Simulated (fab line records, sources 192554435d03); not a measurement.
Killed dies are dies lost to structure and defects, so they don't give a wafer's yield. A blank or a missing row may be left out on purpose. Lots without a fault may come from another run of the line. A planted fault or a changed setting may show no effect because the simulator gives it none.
One fault seen from 2 desks | flow n5_finfet | each desk has only its own numbers; what lay behind them comes last

THE TOOL OWNER'S DESK: rtp_anneal-01
The tool's own readings at N5_WELL_APT_RTA_34 (time 10 s): means of the sampled wafers that have a number, for each lot that ran on this tool. A lot is out of limits, marked OUT, if its mean lies more than 4 standard deviations from the usual mean; the brackets give that distance. Of its 9 readings 7 are shown: the one that was out of limits first, and those that lie furthest out on some lot.
Columns: A = lamp_power_pct at N5_WELL_APT_RTA_34, usual 13.00 %; B = lamp_zone_1_pct at N5_WELL_APT_RTA_34, usual 13.00 %; C = lamp_zone_2_pct at N5_WELL_APT_RTA_34, usual 13.00 %; D = lamp_zone_3_pct at N5_WELL_APT_RTA_34, usual 13.00 %; E = lamp_zone_4_pct at N5_WELL_APT_RTA_34, usual 12.991 %; F = lamp_zone_5_pct at N5_WELL_APT_RTA_34, usual 12.996 %; G = lamp_zone_7_pct at N5_WELL_APT_RTA_34, usual 13.417 %
lot  | first seen here | A               | B               | C               | D               | E                | F                | G
L774 | day 2 04:56     | 12.99           | 13.00           | 12.99           | 12.95           | 12.947           | 12.959           | 13.416
L777 | day 2 22:16     | 13.00           | 13.00           | 12.97           | 12.99           | 12.994           | 13.015           | 13.430
L779 | day 3 10:31     | 13.02           | 12.97           | 12.97           | 13.00           | 13.001           | 13.014           | 13.411
L782 | day 4 04:38     | 12.97           | 12.96           | 13.02           | 13.01           | 12.993           | 13.016           | 13.402
L784 | day 4 15:53     | 13.02           | 12.99           | 13.03           | 13.00           | 12.980           | 12.992           | 13.422
L791 | day 6 09:42     | 14.67 (+30) OUT | 14.69 (+51) OUT | 14.70 (+52) OUT | 14.66 (+49) OUT | 14.678 (+56) OUT | 14.664 (+58) OUT | 15.165 (+62) OUT
L793 | day 6 21:41     | 14.74 (+32) OUT | 14.66 (+50) OUT | 14.68 (+51) OUT | 14.71 (+50) OUT | 14.687 (+57) OUT | 14.664 (+58) OUT | 15.165 (+62) OUT
This desk's finding: out of limits on L791, L793; first on L791, day 6 09:42 (lamp_power_pct at N5_WELL_APT_RTA_34). In limits: L774, L777, L779, L782, L784.

THE METROLOGY DESK
What the gauges read, lot by lot, whatever tool the lot ran on: means of the sampled wafers that have a number. A lot is out of limits, marked OUT, if its mean lies more than 4 standard deviations from the usual mean; the brackets give that distance. Of its 10 readings 7 are shown: those that lie furthest out on some lot.
Columns: A = DIBL_N at N5_BEOL_M4_RC_MEAS_101, usual 36.0 mV/V; B = DIBL_P at N5_BEOL_M4_RC_MEAS_101, usual 35.6 mV/V; C = IOFF_N at N5_BEOL_M4_RC_MEAS_101, usual 0.15 nA/um; D = ION_N at N5_BEOL_M4_RC_MEAS_101, usual 668 uA/um; E = ION_P at N5_BEOL_M4_RC_MEAS_101, usual 455 uA/um; F = SS_N at N5_BEOL_M4_RC_MEAS_101, usual 71.5 mV/dec; G = VT_N at N5_BEOL_M4_RC_MEAS_101, usual 251 mV
lot  | first seen here | A    | B    | C    | D   | E   | F    | G
L774 | day 9 06:52     | 35.8 | 35.1 | 0.14 | 655 | 446 | 71.3 | 252
L777 | day 11 01:40    | 35.6 | 35.5 | 0.15 | 660 | 449 | 72.2 | 254
L779 | day 11 06:08    | 36.0 | 34.9 | 0.13 | 659 | 452 | 71.3 | 253
L780 | day 11 08:01    | 33.7 | 32.9 | 0.12 | 658 | 454 | 71.2 | 255
L782 | day 13 00:28    | 33.1 | 32.6 | 0.11 | 661 | 453 | 70.8 | 252
L784 | day 13 07:22    | 37.8 | 36.1 | 0.16 | 668 | 454 | 71.7 | 252
L785 | day 13 16:12    | 37.2 | 38.1 | 0.18 | 679 | 458 | 71.7 | 248
L793 | day 14 13:58    | 36.8 | 36.4 | 0.17 | 678 | 463 | 72.2 | 250
L791 | day 14 19:54    | 37.5 | 37.1 | 0.18 | 677 | 457 | 72.0 | 247
This desk's finding: nothing out of limits on any of the 9 lots.

PUT TOGETHER
The tool owner's desk could have raised an alarm at day 6 09:42, on L791, L793.
The metrology desk saw nothing out of limits.
The metrology desk has L791, L793 on record, within its limits.
Of the lots named, all ran N5_WELL_APT_RTA_34 on rtp_anneal-01.

WHAT THE SIMULATOR HAD PUT IN
Process parameter drift: rtp_anneal-01, from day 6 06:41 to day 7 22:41, at N5_WELL_APT_RTA_34. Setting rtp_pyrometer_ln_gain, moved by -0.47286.
Lots struck among those shown: L791, L793.
Hours from the fault's start to each desk's first reading out of limits: the tool owner's desk, 3.
